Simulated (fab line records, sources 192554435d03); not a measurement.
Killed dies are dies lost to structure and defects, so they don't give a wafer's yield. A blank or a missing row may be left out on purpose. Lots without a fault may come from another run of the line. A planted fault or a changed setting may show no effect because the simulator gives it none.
fab line records | flow n5_finfet
record lots=4 wafers=12 last_day=17
route steps=1938 shown BEOL_M4@1099 BEOL_M5@1112 BEOL_M13@1659 PASSIVATION@1936
lots that met no fault: from a run of the same line without faults
start_h: hours from the record's first day to the start of the lot's first wafer shown | wait_h: hours since the lot's step before | " the same as in the row above | L1.1+2: a row that stands for several wafers | - no value, or no start given | * or withheld: withheld | < > ~ a bound
route shown NAME@n: a module of which the file shows steps, and the number in the route of the first | usual: mean/standard deviation of fault-free wafers | same: alike in all rows | chamber/n: place in a boat | sites: the reading at each site | _std_site: their standard deviation | _edge_site: outer sites' mean less inner sites' | radius_mm: how far each site lies from the wafer's centre | mask NAME#n: copy n | behind: the tool/chamber that last shaped the wafer | hold: why the lot was held/for how many hours/how that ended | device: the transistor (n, p or np) that didn't switch | end of line: the same wafers' tests at the end of the route | a step without rows: its recipe alone | killed: dies lost to structure and defects at the first sort, not the wafer's yield | map: a wafer's dies, x killed, . not, _ none there
set.NAME: the setting as run; set.NAME@STEP: as run at that earlier step | model.NAME: the simulator's own value behind a step, which no gauge read
lots at some steps of the route; a table a step, a row a wafer
services: from which hour (start_h, from the record's first day; less than 0 if before it) a tool's chamber was out of use, for how many hours, and why
## steps
# step N5_BEOL_M4_ANNEAL_95
# recipe temp_c=400 time_s=240 ambient=vacuum
# step N5_BEOL_M4_SPUTTER_96
# recipe material=Cu target_thk_a=45 temp_c=-20 chamber_pressure_pa=0.07 power_w=withheld time_s=8.29
# step N5_BEOL_M4_ECD_50
# recipe material=Cu target_thk_a=3000
# step N5_BEOL_M4_ANNEAL_51
# recipe temp_c=225 time_s=90 ambient=N2
# step N5_BEOL_M4_CMP_52
# recipe stop_on=SiOC t_overpolish_s=6.8 down_force_psi=1 platen_rpm=50 clearing_platen_down_force_psi=1.5 clearing_platen_rpm=50 post_cmp_clean=cu_alkaline target_thk_nm=40 clearing_platen_pad_velocity_m_s=0.99484 pad_velocity_m_s=0.99484
# step N5_BEOL_M4_PRE_CLEAN_60
# recipe gas=NH3/H2 time_s=15 temp_c=* rf_power_w=300
# step N5_BEOL_M4_CO_CAP_55
# recipe material=Co target_thk_a=20 temp_c=200 precursor=CCTBA/H2 pressure_torr=30 time_s=102.1
# step N5_BEOL_M4_PRE_CLEAN_56
# recipe gas=NH3 time_s=15 temp_c=withheld rf_power_w=300
# step N5_BEOL_M4_DEP_57
# recipe material=SiCN target_thk_a=80 temp_c=withheld precursor=3MS/NH3 pressure_torr=3 rf_w=202 time_s=14
# step N5_BEOL_M4_RC_MEAS_101
# usual DIBL_N=36.4/1.5 DIBL_P=35.8/1.7 IOFF_N=0.154/0.022 IOFF_P=0.21/0.031 ION_N=672/8.8 ION_P=462/7.2 SS_N=71.5/0.53 SS_P=73.2/0.62 VT_N=250.4/2.5 VT_P=-250/3.5
# columns lot.wafer tool chamber start_h wait_h DIBL_N[mV/V] DIBL_P[mV/V] IOFF_N[nA/um] IOFF_P[nA/um] ION_N[uA/um] ION_P[uA/um] SS_N[mV/dec] SS_P[mV/dec] VT_N[mV] VT_P[mV]
L127.2 prober-02 0 187.07 0.2 35.2 34.4 0.135 0.16 661 454 70.9 72.8 256.2 -255
L127.5 " 0 " " 35.5 34.6 0.136 0.16 663 449 71.1 72.9 254.5 -254
L127.6 " 0 " " 34.6 34.3 0.129 0.16 664 452 70.8 72.8 253.8 -256
L142.1 prober-01 0 286.79 0.0 38.1 38.1 0.184 0.26 679 468 71.8 73.7 248.1 -246
L142.2 " 0 " " 38.0 38.5 0.204 0.27 683 473 71.0 73.5 244.4 -242
L142.3 " 0 " " 35.5 34.9 0.140 0.21 670 465 70.7 72.9 250.9 -250
L145.1 prober-02 0 297.35 0.0 35.7 36.1 0.145 0.24 673 467 71.2 73.2 251.1 -248
L145.3 " 0 " " 36.5 36.1 0.154 0.24 675 473 71.7 73.1 248.0 -248
L145.5 " 0 " " 34.5 34.3 0.123 0.21 668 464 70.9 72.5 250.6 -251
L146.4 prober-01 0 301.30 0.5 37.2 36.3 0.176 0.25 689 473 71.9 74.3 248.4 -246
L146.5 " 0 " " 36.9 34.8 0.156 0.22 667 459 72.1 72.9 252.1 -247
L146.6 " 0 " " 36.4 35.2 0.161 0.23 678 467 71.9 72.9 250.2 -249
# step N5_BEOL_M5_ILD_DEP_00
# recipe material=SiCOH_lowk target_thk_a=1406.4 temp_c=300 precursor=DEMS/porogen pressure_torr=5 rf_w=500 time_s=25.9
# step N5_BEOL_M5_CURE_79
# recipe temp_c=385 time_s=240 ambient=He/Ar material=SiCOH_lowk
# step N5_BEOL_M5_PECVD_70
# recipe material=SiO2 target_thk_a=160 temp_c=400 precursor=TEOS/O2 pressure_torr=5.5 rf_w=450 teos_flow_sccm=53.8 gas=O2 flow_sccm=3000 time_s=18
# step N5_BEOL_M5_HM_DEP_02
# recipe material=TiN target_thk_a=200 temp_c=25 chamber_pressure_pa=0.49996
# step N5_BEOL_M5_COAT_59
# recipe resist=SOC temp_c=250 time_s=60 spin_rpm=1500 resist_thk_nm=60
# step N5_BEOL_M5_COAT_60
# recipe resist=SiARC temp_c=220 time_s=60 spin_rpm=1500 resist_thk_nm=12
# step N5_BEOL_M5_COAT_71
# recipe resist=underlayer temp_c=205 time_s=60 spin_rpm=1500 resist_thk_nm=5
# step N5_BEOL_M5_COAT_05
# recipe resist=CAR-EUV spin_rpm=1500 resist_thk_nm=30
# step N5_BEOL_M5_EBR_07
# recipe solvent=PGMEA ebr_width_mm=1.5
# step N5_BEOL_M5_SOFTBAKE_06
# recipe temp_c=110 time_s=60 resist=CAR-EUV
# step N5_BEOL_M5_EXPOSE_08
# recipe mask_id=M5 na=0.33 source_shape=annular sigma_inner=0.4 sigma_outer=0.8 polarization=unpolarized target_cd_nm=28 dose_mj=35.75
# step N5_BEOL_M5_PEB_09
# recipe peb_temp_c=100 peb_time_s=60 resist=CAR-EUV
# step N5_BEOL_M5_DEVELOP_10
# recipe develop_time_s=30 developer=TMAH resist=CAR-EUV rinse_liquid=surfactant_rinse dry=air_spin dev_temp_c=23
# step N5_BEOL_M5_DESCUM_16
# recipe chemistry=O2 time_s=7 source_power_w=50 bias_power_w=20 pressure_mtorr=20 rf_frequency_hz=2.712e+07 temp_c=40 resist=CAR-EUV o2_flow_sccm=225
# step N5_BEOL_M5_ETCH_72
# recipe chemistry=N2/H2 target=underlayer target_depth_a=65 mask_material=CAR-EUV time_s=5.2 ion_energy_ev=200 pressure_mtorr=30 source_w=840 bias_w=150 n2_flow_sccm=200 h2_flow_sccm=200 ends=cleared
# step N5_BEOL_M5_ETCH_61
# recipe chemistry=CF4 target=SiARC target_depth_a=156 mask_material=CAR-EUV time_s=26 ion_energy_ev=80 pressure_mtorr=40 source_w=545 bias_w=36 Ar_flow_sccm=100 cf4_flow_sccm=100 ends=cleared
# step N5_BEOL_M5_ETCH_62
# recipe chemistry=N2/H2 target=SOC target_depth_a=750 overetch_a=150 mask_material=SiARC temp_c=40 time_s=112.5 ion_energy_ev=200 pressure_mtorr=30 source_w=840 bias_w=150 n2_flow_sccm=200 h2_flow_sccm=200
# step N5_BEOL_M5_STRIP_63
# recipe chemistry=N2/H2 temp_c=40 n2_flow_sccm=200 h2_flow_sccm=200 rf_frequency_hz=6e+07
# step N5_BEOL_M5_STRIP_73
# recipe chemistry=N2/H2 temp_c=40 n2_flow_sccm=200 h2_flow_sccm=200 rf_frequency_hz=6e+07
# step N5_BEOL_M5_STRIP_64
# recipe chemistry=CF4 resist=SiARC power_w=300 bias_power_w=75 pressure_mtorr=50 cf4_flow_sccm=150 rf_frequency_hz=6e+07
# step N5_BEOL_M5_HM_OPEN_17
# recipe chemistry=Cl2/BCl3 target_depth_a=200 overetch_a=60 target=TiN mask_material=SOC ion_energy_ev=150 pressure_mtorr=10 icp_w=1000 bias_w=126 Cl2_flow_sccm=53.25 bcl3_flow_sccm=21.75 Ar_flow_sccm=25
# step N5_BEOL_M5_STRIP_19
# recipe chemistry=O2 power_w=400 temp_c=40 pressure_mtorr=30 rf_frequency_hz=6e+07 bias_power_w=0 overash_fraction=0.2 o2_flow_sccm=225
# step N5_BEOL_M5_COAT_65
# recipe resist=SOC temp_c=250 time_s=60 spin_rpm=1500 resist_thk_nm=60
# step N5_BEOL_M5_COAT_66
# recipe resist=SiARC temp_c=220 time_s=60 spin_rpm=1500 resist_thk_nm=12
# step N5_BEOL_M13_ILD_DEP_00
# recipe material=SiOC target_thk_a=8379.2 temp_c=350 precursor=DEMS/O2 pressure_torr=5 rf_w=500 time_s=166.4
# usual heater_power_w=498/66 run_length_s=211.6/0.54 showerhead_plenum_p_Torr=5.692/0.016 throttle_valve_pct=11.6/0.53
# columns lot.wafer tool chamber start_h wait_h heater_power_w run_length_s showerhead_plenum_p_Torr throttle_valve_pct model.SiOC_of_BEOL_M13_ILD_DEP_00.thk_nm
L127.2 pecvd-02 0 259.14 0.0 534 210.3 5.695 12.3 830.6
L127.5 " 2 " " 564 212.3 5.685 11.1 845.2
L127.6 " 1 " " 630 212.2 5.705 12.1 847.6
L142.1 pecvd-02 0 366.71 0.0 501 118.3 5.667 12.2 382
L142.2 " 1 " " 530 212.2 5.713 12.3 835.4
L142.3 " 2 " " 464 119.1 5.706 11.4 385.6
L145.1 pecvd-02 1 372.48 0.0 595 119.5 5.693 12.1 375.8
L145.3 " 2 " " 519 119.1 5.695 11.2 367.8
L145.5 " 2 " " 552 211.5 5.697 11.5 844.4
L146.4 pecvd-03 2 377.98 0.1 446 211.3 5.679 11.2 839
L146.5 " 0 " " 442 210.9 5.697 12.6 847
L146.6 " 1 " " 517 211.5 5.708 11.6 849.8
# step N5_BEOL_M13_THK_MEAS_01
# recipe reads=SiOC_of_BEOL_M13_ILD_DEP_00
# usual M13_ILD_THK=838/11
# columns lot.wafer tool chamber start_h wait_h M13_ILD_THK[nm]
L127.2 film_metro-01 - 259.29 0.1 830
L127.5 " - " " 846
L127.6 " - " " 848
L142.1 film_metro-01 - 366.86 0.1 382
L142.2 " - " " 835
L142.3 " - " " 385
L145.1 film_metro-01 - 372.63 0.1 376
L145.3 " - " " 367
L145.5 " - " " 845
L146.4 film_metro-01 - 378.07 0.0 839
L146.5 " - " " 848
L146.6 " - " " 849
# step N5_BEOL_M13_VIA_ETCH_16
# recipe chemistry=C4F8/O2/Ar target=SiOC pressure_mtorr=30 source_w=3000 bias_w=700 Ar_flow_sccm=400 C4F8_flow_sccm=15 O2_flow_sccm=8 he_inner_torr=15 he_outer_torr=30 target_depth_a=9217 time_s=withheld ion_energy_ev=250 ends=cleared
# usual drypump_motor_current_A=5.5/0.41 oes_product_au=0.70/0.069 rf_vpp_V=665.4/2.7 showerhead_plenum_p_Torr=3.42/0.096 throttle_valve_pct=24.21/0.16
# columns lot.wafer tool chamber start_h wait_h drypump_motor_current_A oes_product_au rf_vpp_V showerhead_plenum_p_Torr throttle_valve_pct model.etch.depth_nm model.coat_of_BEOL_M13_COAT_04.thk_nm
L127.2 rie_diel-05 1 259.76 0.0 5.8 0.64 660.7 3.28 24.06 830.6 73.8
L127.5 " 1 " " 5.8 0.65 661.8 3.28 24.07 845.2 68.8
L127.6 " 2 " " 6.1 0.68 665.0 3.42 24.14 847.7 68.6
L142.1 rie_diel-03 0 367.46 0.0 5.6 0.64 663.3 3.37 24.09 382.1 206
L142.2 " 2 " " 5.4 0.75 663.5 3.33 24.24 835.3 71.2
L142.3 " 3 " " 6.2 0.68 662.8 3.29 24.19 385.5 201.8
L145.1 rie_diel-04 0 373.27 0.0 5.7 0.65 665.4 3.38 24.27 375.8 206.8
L145.3 " 1 " " 4.9 0.72 669.8 3.58 24.34 367.8 207.4
L145.5 " 2 " " 5.3 0.76 663.6 3.34 24.02 844.3 66.2
L146.4 rie_diel-04 2 378.78 0.1 5.3 0.76 664.4 3.34 24.02 839 69.4
L146.5 " 3 " " 5.3 0.61 667.8 3.53 24.53 847.1 69
L146.6 " 1 " " 4.8 0.73 668.1 3.57 24.37 849.8 66.2
# step N5_BEOL_M13_STRIP_63
# recipe chemistry=N2/H2 power_w=1000 temp_c=250 h2_frac=0.65 overash_fraction=0.3 pressure_mtorr=1000 n2_flow_sccm=1750 h2_flow_sccm=3250
# usual drypump_motor_current_A=5.6/0.37 h2_flow_sccm=3249/9.3 heater_power_w=340/19 oes_product_au=0.674/0.0053 strip_time_to_endpoint_s=27.8/1
# same overash_fraction=0.3
# columns lot.wafer tool chamber start_h wait_h drypump_motor_current_A h2_flow_sccm heater_power_w oes_product_au rf_hours_counter_h strip_time_to_endpoint_s
L127.2 plasma_asher-01 1 260.48 - 6.2 3249 333 0.678 75 28.8
L127.5 " 0 " " 5.6 3247 358 0.674 - 27.3
L127.6 " 1 " " 6.1 3258 338 0.680 - 27.2
L142.1 plasma_asher-01 1 367.70 - 6.1 3254 328 0.787 97 64.2
L142.2 " 0 " " 5.6 3240 353 0.676 97 28.0
L142.3 " 1 " " 6.1 3240 325 0.782 - 63.1
L145.1 plasma_asher-02 1 373.50 - 5.1 3254 346 0.797 149 64.4
L145.3 " 1 " " 5.1 3248 346 0.797 - 64.5
L145.5 " 1 " " 5.1 3241 349 0.669 - 26.6
L146.4 plasma_asher-02 1 378.93 - 5.1 3230 342 0.673 - 27.5
L146.5 " 0 " " 5.5 3257 306 0.679 - 27.4
L146.6 " 1 " " 5.1 3260 351 0.678 - 26.5
# step N5_BEOL_M13_CMP_49
# recipe stop_on=SiOC t_overpolish_s=17.1 down_force_psi=1 platen_rpm=50 clearing_platen_down_force_psi=1.5 clearing_platen_rpm=50 post_cmp_clean=cu_alkaline target_thk_nm=420 clearing_platen_pad_velocity_m_s=0.99484 pad_velocity_m_s=0.99484
# usual motor_current_A=5.9/0.4 retaining_ring_pressure_frac=1.000/0.005
# columns lot.wafer tool chamber start_h wait_h motor_current_A retaining_ring_pressure_frac model.SiOC_of_BEOL_M13_ILD_DEP_00.thk_nm
L127.2 cmp-02 0 268.02 0.2 5.2 1.002 771.6
L127.5 " 3 " " 5.8 0.998 787
L127.6 " 0 " " 5.4 0.996 788.4
L142.3 cmp-01 1 371.20 0.2 5.8 0.996 327.2
L142.1 " 3 " " 5.6 0.995 324.4
L142.2 " 0 " " 5.3 1.006 777.4
L145.3 cmp-03 0 376.84 0.2 6.0 1.001 310.4
L145.1 " 1 " " 6.5 1.004 318.6
L145.5 " 3 " " 5.5 1.002 786.4
L146.4 cmp-03 3 382.35 0.2 5.9 0.998 781.4
L146.6 " 1 " " 6.3 1.009 792
L146.5 " 2 " " 5.9 1.002 790
# step N5_PASSIVATION_PROBE_49
# usual defect_limited_yield=91.5/1.4 killed_at_M0_to_M3=32/9.8 killed_at_M4_up=13/5.3 killed_at_contacts=13/6.4 killed_at_front_end=39/10 killed_at_other=3.1/2.5 killed_dies=100/17 killed_on_rim=13/3.9 killed_open=65/13 killed_short=33/7.7 sort_bin_5_function=5.0/0.93 sort_bin_6_memory=3.2/0.69 sort_n_pass=1080/17 sort_yield_pct=91.5/1.4
# same gross_dies=1180 killed_at_back_side=0 sort_bin_4_leakage[%]=0 sort_bin_8_speed[%]=0
# columns lot.wafer tool chamber start_h wait_h defect_limited_yield[%] killed_at_M0_to_M3 killed_at_M4_up killed_at_contacts killed_at_front_end killed_at_other killed_dies killed_on_rim killed_open killed_short sort_bin_5_function[%] sort_bin_6_memory[%] sort_n_pass sort_yield_pct[%]
L142.1 prober-02 - 401.23 0.0 0 29 1082 26 40 3 1180 152 77 35 5.7 3.5 0 0
L142.2 prober-02 - 401.28 0.1 88.9 30 24 23 50 4 131 16 96 35 6.7 4.4 1049 88.9
L142.3 prober-02 - 401.33 0.1 0.1 23 1092 10 53 1 1179 152 62 33 4.5 3.2 1 0.1
L145.1 prober-01 - 405.80 0.0 0.1 34 1084 17 37 7 1179 152 58 41 4.7 3.6 1 0.1
L145.3 prober-01 - 405.90 0.1 0 26 1079 22 50 3 1180 152 73 37 5.6 3.5 0 0
L145.5 prober-01 - 406.00 0.2 91.7 52 8 13 25 0 98 12 58 39 4.8 2.7 1082 91.7
# killed by level:class
L142.1 BEOL_M13:area_dep=1068 MOL_CONTACT_COAG:geometric_particle:open=24 FIN_SAQP:geometric_particle:open=13 BEOL_M4:geometric_particle:open=10 BEOL_M0_SAQP:geometric_particle:short=8 BEOL_M0_SAQP:geometric_particle:open=7 FIN_SAQP:geometric_particle:short=4 STI_FIN_REVEAL:geometric_particle:open=4
L142.2 FIN_SAQP:geometric_particle:open=18 MOL_CONTACT_COAG:geometric_particle:open=15 BEOL_M4:geometric_particle:open=13 STI_FIN_REVEAL:geometric_particle:open=9 MOL_CONTACT_COAG:geometric_particle:short=8 BEOL_M0:geometric_particle:open=7 BEOL_M0_SAQP:geometric_particle:short=6 BEOL_M0_SAQP:geometric_particle:open=5
L142.3 BEOL_M13:area_dep=1082 FIN_SAQP:geometric_particle:open=14 BEOL_M0_SAQP:geometric_particle:open=8 GATE_CUT:geometric_particle:open=8 MOL_CONTACT_COAG:geometric_particle:open=8 GATE_CUT:geometric_particle:short=6 BEOL_M0_SAQP:geometric_particle:short=5 BEOL_M4:geometric_particle:open=5
L145.1 BEOL_M13:area_dep=1080 BEOL_M0_SAQP:geometric_particle:short=18 MOL_CONTACT_COAG:geometric_particle:open=16 BEOL_M0_SAQP:geometric_particle:open=10 FIN_SAQP:geometric_particle:open=7 STI_FIN_REVEAL:geometric_particle:open=7 FIN_SAQP:geometric_particle:short=6 STI_FIN_REVEAL:geometric_particle:short=3
L145.3 BEOL_M13:area_dep=1069 STI_FIN_REVEAL:geometric_particle:open=21 MOL_CONTACT_COAG:geometric_particle:open=16 BEOL_M0_SAQP:geometric_particle:short=11 BEOL_M0_SAQP:geometric_particle:open=10 STI_FIN_REVEAL:geometric_particle:short=6 GATE_CUT:geometric_particle:short=6 MOL_CONTACT_COAG:geometric_particle:short=5
L145.5 BEOL_M0_SAQP:geometric_particle:short=19 BEOL_M0_SAQP:geometric_particle:open=16 MOL_CONTACT_COAG:geometric_particle:open=11 BEOL_M1:geometric_particle:open=7 BEOL_M3:geometric_particle:open=4 FIN_SAQP:geometric_particle:open=3 FIN_SAQP:geometric_particle:short=3 DUMMY_GATE:geometric_particle:short=3
# map L142.1 (x killed, . not)
_________________xxxxxxxxxxxx________________
______________xxxxxxxxxxxxxxxxxx_____________
___________xxxxxxxxxxxxxxxxxxxxxxxx__________
__________xxxxxxxxxxxxxxxxxxxxxxxxxx_________
________xxxxxxxxxxxxxxxxxxxxxxxxxxxxxx_______
_______xxxxxxxxxxxxxxxxxxxxxxxxxxxxxxxx______
______xxxxxxxxxxxxxxxxxxxxxxxxxxxxxxxxxx_____
_____xxxxxxxxxxxxxxxxxxxxxxxxxxxxxxxxxxxx____
____xxxxxxxxxxxxxxxxxxxxxxxxxxxxxxxxxxxxxx___
___xxxxxxxxxxxxxxxxxxxxxxxxxxxxxxxxxxxxxxxx__
___xxxxxxxxxxxxxxxxxxxxxxxxxxxxxxxxxxxxxxxx__
__xxxxxxxxxxxxxxxxxxxxxxxxxxxxxxxxxxxxxxxxxx_
__xxxxxxxxxxxxxxxxxxxxxxxxxxxxxxxxxxxxxxxxxx_
_xxxxxxxxxxxxxxxxxxxxxxxxxxxxxxxxxxxxxxxxxxxx
_xxxxxxxxxxxxxxxxxxxxxxxxxxxxxxxxxxxxxxxxxxxx
_xxxxxxxxxxxxxxxxxxxxxxxxxxxxxxxxxxxxxxxxxxxx
_xxxxxxxxxxxxxxxxxxxxxxxxxxxxxxxxxxxxxxxxxxxx
_xxxxxxxxxxxxxxxxxxxxxxxxxxxxxxxxxxxxxxxxxxxx
_xxxxxxxxxxxxxxxxxxxxxxxxxxxxxxxxxxxxxxxxxxxx
_xxxxxxxxxxxxxxxxxxxxxxxxxxxxxxxxxxxxxxxxxxxx
_xxxxxxxxxxxxxxxxxxxxxxxxxxxxxxxxxxxxxxxxxxxx
__xxxxxxxxxxxxxxxxxxxxxxxxxxxxxxxxxxxxxxxxxx_
__xxxxxxxxxxxxxxxxxxxxxxxxxxxxxxxxxxxxxxxxxx_
___xxxxxxxxxxxxxxxxxxxxxxxxxxxxxxxxxxxxxxxx__
___xxxxxxxxxxxxxxxxxxxxxxxxxxxxxxxxxxxxxxxx__
____xxxxxxxxxxxxxxxxxxxxxxxxxxxxxxxxxxxxxx___
_____xxxxxxxxxxxxxxxxxxxxxxxxxxxxxxxxxxxx____
______xxxxxxxxxxxxxxxxxxxxxxxxxxxxxxxxxx_____
_______xxxxxxxxxxxxxxxxxxxxxxxxxxxxxxxx______
________xxxxxxxxxxxxxxxxxxxxxxxxxxxxxx_______
__________xxxxxxxxxxxxxxxxxxxxxxxxxx_________
___________xxxxxxxxxxxxxxxxxxxxxxxx__________
______________xxxxxxxxxxxxxxxxxx_____________
_________________xxxxxxxxxxxx________________
# map L145.3 (x killed, . not)
_________________xxxxxxxxxxxx________________
______________xxxxxxxxxxxxxxxxxx_____________
___________xxxxxxxxxxxxxxxxxxxxxxxx__________
__________xxxxxxxxxxxxxxxxxxxxxxxxxx_________
________xxxxxxxxxxxxxxxxxxxxxxxxxxxxxx_______
_______xxxxxxxxxxxxxxxxxxxxxxxxxxxxxxxx______
______xxxxxxxxxxxxxxxxxxxxxxxxxxxxxxxxxx_____
_____xxxxxxxxxxxxxxxxxxxxxxxxxxxxxxxxxxxx____
____xxxxxxxxxxxxxxxxxxxxxxxxxxxxxxxxxxxxxx___
___xxxxxxxxxxxxxxxxxxxxxxxxxxxxxxxxxxxxxxxx__
___xxxxxxxxxxxxxxxxxxxxxxxxxxxxxxxxxxxxxxxx__
__xxxxxxxxxxxxxxxxxxxxxxxxxxxxxxxxxxxxxxxxxx_
__xxxxxxxxxxxxxxxxxxxxxxxxxxxxxxxxxxxxxxxxxx_
_xxxxxxxxxxxxxxxxxxxxxxxxxxxxxxxxxxxxxxxxxxxx
_xxxxxxxxxxxxxxxxxxxxxxxxxxxxxxxxxxxxxxxxxxxx
_xxxxxxxxxxxxxxxxxxxxxxxxxxxxxxxxxxxxxxxxxxxx
_xxxxxxxxxxxxxxxxxxxxxxxxxxxxxxxxxxxxxxxxxxxx
_xxxxxxxxxxxxxxxxxxxxxxxxxxxxxxxxxxxxxxxxxxxx
_xxxxxxxxxxxxxxxxxxxxxxxxxxxxxxxxxxxxxxxxxxxx
_xxxxxxxxxxxxxxxxxxxxxxxxxxxxxxxxxxxxxxxxxxxx
_xxxxxxxxxxxxxxxxxxxxxxxxxxxxxxxxxxxxxxxxxxxx
__xxxxxxxxxxxxxxxxxxxxxxxxxxxxxxxxxxxxxxxxxx_
__xxxxxxxxxxxxxxxxxxxxxxxxxxxxxxxxxxxxxxxxxx_
___xxxxxxxxxxxxxxxxxxxxxxxxxxxxxxxxxxxxxxxx__
___xxxxxxxxxxxxxxxxxxxxxxxxxxxxxxxxxxxxxxxx__
____xxxxxxxxxxxxxxxxxxxxxxxxxxxxxxxxxxxxxx___
_____xxxxxxxxxxxxxxxxxxxxxxxxxxxxxxxxxxxx____
______xxxxxxxxxxxxxxxxxxxxxxxxxxxxxxxxxx_____
_______xxxxxxxxxxxxxxxxxxxxxxxxxxxxxxxx______
________xxxxxxxxxxxxxxxxxxxxxxxxxxxxxx_______
__________xxxxxxxxxxxxxxxxxxxxxxxxxx_________
___________xxxxxxxxxxxxxxxxxxxxxxxx__________
______________xxxxxxxxxxxxxxxxxx_____________
_________________xxxxxxxxxxxx________________
## services
# columns tool chamber start_h hours kind
plasma_asher-02 - 247.06 14.6 pm
cmp-02 - 258.39 1.6 repair
rie_diel-03 3 260.74 9.0 repair
rie_diel-05 - 265.48 2.8 pm
pecvd-02 2 266.77 5.5 scheduled_down
pecvd-03 2 269.27 5.5 scheduled_down
rie_diel-05 0 278.99 - clean
rie_diel-05 0 278.99 - consumable_replace:focus_ring
rie_diel-05 0 278.99 22.2 scheduled_down
rie_diel-05 0 278.99 22.2 vent_cycle
pecvd-02 - 287.17 0.9 repair
cmp-01 - 288.75 4.0 pm
cmp-02 - 292.10 3.0 pm
cmp-02 - 304.22 8.7 pm
rie_diel-04 0 312.76 5.1 repair
plasma_asher-02 - 313.98 4.0 repair
pecvd-02 2 317.09 5.0 scheduled_down
pecvd-02 0 322.09 5.5 scheduled_down
cmp-02 - 327.39 3.1 repair
cmp-01 - 330.90 2.4 repair
pecvd-03 1 336.96 6.6 repair
rie_diel-03 0 340.47 4.7 repair
cmp-01 - 348.81 2.2 repair
cmp-02 - 377.67 4.0 pm
## key
first_sign step=N5_BEOL_M13_ILD_DEP_00 reading=run_length_s direction=down sigmas=99+ usual=* struck=*
effect step=N5_BEOL_M13_THK_MEAS_01 reading=M13_ILD_THK direction=down sigmas=41 usual=838 struck=378
effect step=N5_BEOL_M13_STRIP_63 reading=strip_time_to_endpoint_s direction=up sigmas=35 usual=* struck=*
effect step=N5_PASSIVATION_PROBE_49 reading=killed_at_M4_up direction=up sigmas=99+ usual=13 struck=1084
model_effect step=N5_BEOL_M13_ILD_DEP_00 value=SiOC_of_BEOL_M13_ILD_DEP_00.thk_nm without=837.2 struck=377.8
model_effect step=N5_BEOL_M13_VIA_ETCH_16 value=etch.depth_nm without=837.1 struck=377.8
model_effect step=N5_BEOL_M13_CMP_49 value=SiOC_of_BEOL_M13_ILD_DEP_00.thk_nm without=779.5 struck=320.2
more_kills_born_at N5_BEOL_M13_ILD_DEP_00@pecvd-02=4299
met_at N5_BEOL_M13_ILD_DEP_00
struck_wafers L142.1,L142.3,L145.1,L145.3
later_rows_left_out L142.1,L142.3,L145.1,L145.3
onset_between 259.14 366.71
fault kind=process_parameter_drift tool=pecvd-02 chamber=- onset_h=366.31 steps=N5_BEOL_M13_ILD_DEP_00 channel=time_s offset=* shape=step end_h=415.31 scope=struck_wafers_only acts_in=* stated=*
# later_rows_left_out: the simulator's readings of these wafers behind a module that went badly wrong aren't trusted and aren't shown, but for the sort
